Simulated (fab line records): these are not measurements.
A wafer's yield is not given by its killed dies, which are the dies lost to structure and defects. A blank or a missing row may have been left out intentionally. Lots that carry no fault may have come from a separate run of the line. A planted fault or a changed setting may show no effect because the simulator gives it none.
Which tool did it? / flow nand-harc / Sampling: 13 lots, 39 wafers, 5 of 1302 route steps

== WHAT EACH GAUGE READ, for each wafer ==
NHARC_A_ZERO_WELL_CD_MEAS_10: the cd target is 2000 nm. Usual: cd-nm reads 1999.0 nm (standard deviation 2.4).
lot=L364; measured=day 6 23:23; on=cd-sem-01; cd-nm (nm)=1994.5 2002.9 1999.0; flag=
lot=L366; measured=day 7 11:17; on=cd-sem-03; cd-nm (nm)=2002.8 2003.3 1999.7; flag=
lot=L367; measured=day 8 06:21; on=cd-sem-02; cd-nm (nm)=2004.8 1999.4 2001.8; flag=
lot=L368; measured=day 8 07:40; on=cd-sem-01; cd-nm (nm)=2001.6 1996.5 1996.1; flag=
lot=L369; measured=day 9 00:40; on=cd-sem-02; cd-nm (nm)=2003.4 2000.5 2000.9; flag=
lot=L370; measured=day 9 07:59; on=cd-sem-01; cd-nm (nm)=1997.5 1998.5 1997.8; flag=
lot=L371; measured=day 9 16:27; on=cd-sem-02; cd-nm (nm)=1999.3 1998.8 2001.1; flag=
lot=L379; measured=day 12 20:05; on=cd-sem-01; cd-nm (nm)=1995.0 1999.3 1997.1; flag=
lot=L380; measured=day 13 11:28; on=cd-sem-02; cd-nm (nm)=1995.0 2000.6 1998.3; flag=
lot=L381; measured=day 13 16:58; on=cd-sem-01; cd-nm (nm)=2000.9 1997.4 2002.3; flag=
lot=L385; measured=day 15 10:21; on=cd-sem-03; cd-nm (nm)=2001.5 1995.6 1998.9; flag=
lot=L386; measured=day 15 23:54; on=cd-sem-02; cd-nm (nm)=1998.5 1999.4 2004.0; flag=
lot=L387; measured=day 16 15:29; on=cd-sem-02; cd-nm (nm)=1997.7 1997.5 1997.2; flag=

NHARC_A_SOURCE_PLATE_THK_MEAS_09: measures by ellipsometry. Usual: thk-nm reads 9.8 nm (standard deviation 1).
lot=L364; measured=day 7 07:55; on=film-metro-01; thk-nm (nm)=9.6 11.0 10.1; flag=
lot=L366; measured=day 7 19:52; on=film-metro-01; thk-nm (nm)=9.0 11.8 9.7; flag=
lot=L367; measured=day 8 14:43; on=film-metro-02; thk-nm (nm)=9.5 9.1 11.3; flag=
lot=L368; measured=day 8 14:43; on=film-metro-01; thk-nm (nm)=9.5 9.9 9.6; flag=
lot=L369; measured=day 9 09:19; on=film-metro-02; thk-nm (nm)=9.3 9.5 8.3; flag=
lot=L370; measured=day 9 16:21; on=film-metro-02; thk-nm (nm)=8.9 9.2 13.2; flag=
lot=L371; measured=day 10 01:11; on=film-metro-02; thk-nm (nm)=9.9 11.4 11.5; flag=
lot=L379; measured=day 13 04:44; on=film-metro-01; thk-nm (nm)=9.4 7.8 9.4; flag=
lot=L380; measured=day 13 23:37; on=film-metro-01; thk-nm (nm)=8.7 7.9 9.3; flag=
lot=L381; measured=day 13 23:37; on=film-metro-02; thk-nm (nm)=8.6 9.8 9.7; flag=
lot=L385; measured=day 15 16:20; on=film-metro-01; thk-nm (nm)=9.5 9.7 9.7; flag=
lot=L386; measured=day 16 08:10; on=film-metro-01; thk-nm (nm)=9.3 8.6 10.0; flag=
lot=L387; measured=day 16 23:31; on=film-metro-01; thk-nm (nm)=11.3 10.5 9.9; flag=

NHARC_A_ONON_D1_THK_MEAS_05: measures by ellipsometry. Usual: thk-nm reads 997 nm (standard deviation 9.9).
lot=L364; measured=day 7 19:05; on=film-metro-02; thk-nm (nm)=974 976 973; flag=
lot=L366; measured=day 8 09:40; on=film-metro-01; thk-nm (nm)=998 1000 998; flag=
lot=L367; measured=day 9 04:51; on=film-metro-01; thk-nm (nm)=1005 1006 1004; flag=
lot=L368; measured=day 9 04:52; on=film-metro-02; thk-nm (nm)=991 992 993; flag=
lot=L369; measured=day 9 23:04; on=film-metro-01; thk-nm (nm)=1003 1001 1002; flag=
lot=L370; measured=day 10 06:07; on=film-metro-02; thk-nm (nm)=991 991 990; flag=
lot=L371; measured=day 10 14:55; on=film-metro-02; thk-nm (nm)=996 1000 998; flag=
lot=L379; measured=day 13 21:07; on=film-metro-01; thk-nm (nm)=982 1066 987; flag=
lot=L380; measured=day 14 13:19; on=film-metro-02; thk-nm (nm)=999 997 997; flag=
lot=L381; measured=day 14 13:19; on=film-metro-01; thk-nm (nm)=1004 1003 1004; flag=
lot=L385; measured=day 16 06:26; on=film-metro-02; thk-nm (nm)=1004 1001 1002; flag=
lot=L386; measured=day 16 22:16; on=film-metro-01; thk-nm (nm)=987 986 986; flag=
lot=L387; measured=day 17 16:10; on=film-metro-02; thk-nm (nm)=1012 1013 1012; flag=

NHARC_END_SORT_01. Usual: killed-at-array 52, standard deviation 17; killed-at-other 1.2, standard deviation 1.4; killed-at-periphery 4.7, standard deviation 2.9; killed-dies 58, standard deviation 17; killed-open 3.2, standard deviation 1.9; killed-short 2.4, standard deviation 1.4.
lot=L379; measured=day 30 01:58; on=prober-01; killed-at-array=47 676 65; killed-at-other=0 0 2; killed-at-periphery=2 1 0; killed-dies=49 677 67; killed-open=5 5 0; killed-short=3 2 5; flag=OFF

== WHAT TOOL EACH LOT RAN ON (gives the tool, then ch and the chambers of the sampled wafers, and finally the start) ==
lot=L364; NHARC_A_ONON_D1_DEP_03=pecvd-onon-02 ch 0, day 7 18:34
lot=L366; NHARC_A_ONON_D1_DEP_03=pecvd-onon-04 ch 0, day 8 09:10
lot=L367; NHARC_A_ONON_D1_DEP_03=pecvd-onon-01 ch 0, day 9 04:21
lot=L368; NHARC_A_ONON_D1_DEP_03=pecvd-onon-04 ch 0, day 9 04:22
lot=L369; NHARC_A_ONON_D1_DEP_03=pecvd-onon-04 ch 0, day 9 22:37
lot=L370; NHARC_A_ONON_D1_DEP_03=pecvd-onon-04 ch 0, day 10 05:40
lot=L371; NHARC_A_ONON_D1_DEP_03=pecvd-onon-01 ch 0, day 10 14:31
lot=L379; NHARC_A_ONON_D1_DEP_03=pecvd-onon-04 ch 0, day 13 20:37
lot=L380; NHARC_A_ONON_D1_DEP_03=pecvd-onon-01 ch 0, day 14 12:47
lot=L381; NHARC_A_ONON_D1_DEP_03=pecvd-onon-02 ch 0, day 14 12:48
lot=L385; NHARC_A_ONON_D1_DEP_03=pecvd-onon-02 ch 0, day 16 05:59
lot=L386; NHARC_A_ONON_D1_DEP_03=pecvd-onon-04 ch 0, day 16 21:52
lot=L387; NHARC_A_ONON_D1_DEP_03=pecvd-onon-02 ch 0, day 17 15:40
- NHARC_A_ONON_D1_DEP_03: target thk 1000 nm.

== AS READ BY THE TOOLS THEMSELVES (means over the sampled wafers that have a number; for cases with no such wafer, the mark the record gives instead) ==
NHARC_A_ONON_D1_DEP_03. Usual: susceptor-temp-C reads 399.99 C (standard deviation 0.23).
lot=L364; tool=pecvd-onon-02; susceptor-temp-C (C)=400.20; flag=
lot=L366; tool=pecvd-onon-04; susceptor-temp-C (C)=399.81; flag=
lot=L367; tool=pecvd-onon-01; susceptor-temp-C (C)=399.93; flag=
lot=L368; tool=pecvd-onon-04; susceptor-temp-C (C)=400.19; flag=
lot=L369; tool=pecvd-onon-04; susceptor-temp-C (C)=400.11; flag=
lot=L370; tool=pecvd-onon-04; susceptor-temp-C (C)=400.06; flag=
lot=L371; tool=pecvd-onon-01; susceptor-temp-C (C)=400.40; flag=
lot=L379; tool=pecvd-onon-04; susceptor-temp-C (C)=399.86; flag=
lot=L380; tool=pecvd-onon-01; susceptor-temp-C (C)=399.99; flag=
lot=L381; tool=pecvd-onon-02; susceptor-temp-C (C)=400.10; flag=
lot=L385; tool=pecvd-onon-02; susceptor-temp-C (C)=400.26; flag=
lot=L386; tool=pecvd-onon-04; susceptor-temp-C (C)=400.33; flag=
lot=L387; tool=pecvd-onon-02; susceptor-temp-C (C)=399.94; flag=

== THE ANSWER, worked out from the rows above alone ==
Rule: take the mean of a lot's wafers that have a number; if it is more than 3 standard deviations from the usual mean, the lot is off. Also off: a lot with no number at a reading for which 4 or more lots have one. Where the step has rows for the other lots, those lots are counted as sound. The gauges are gone through in route order, then the tools' own readings, and for those a lot's mean is taken as printed above. The first step at which some lot is off is used, and at that step the reading that is off furthest; a lot without a number counts as furthest.
Off: L379, at NHARC_END_SORT_01 (killed-at-array). Neither off nor sound, because the step has no rows for them: L364, L366, L367, L368, L369, L370, L371, L380, L381, L385, L386, L387.
If a tool, at a process step before that reading, ran all the lots that are off and no sound lot after the first of them, it fits. Gauges at NHARC_END_SORT_01: tried the same way as those tools. Undecided on this evidence; 2 tools fit (pecvd-onon-04 at NHARC_A_ONON_D1_DEP_03, prober-01 at NHARC_END_SORT_01).

== WHAT WAS PUT IN BY THE SIMULATOR ==
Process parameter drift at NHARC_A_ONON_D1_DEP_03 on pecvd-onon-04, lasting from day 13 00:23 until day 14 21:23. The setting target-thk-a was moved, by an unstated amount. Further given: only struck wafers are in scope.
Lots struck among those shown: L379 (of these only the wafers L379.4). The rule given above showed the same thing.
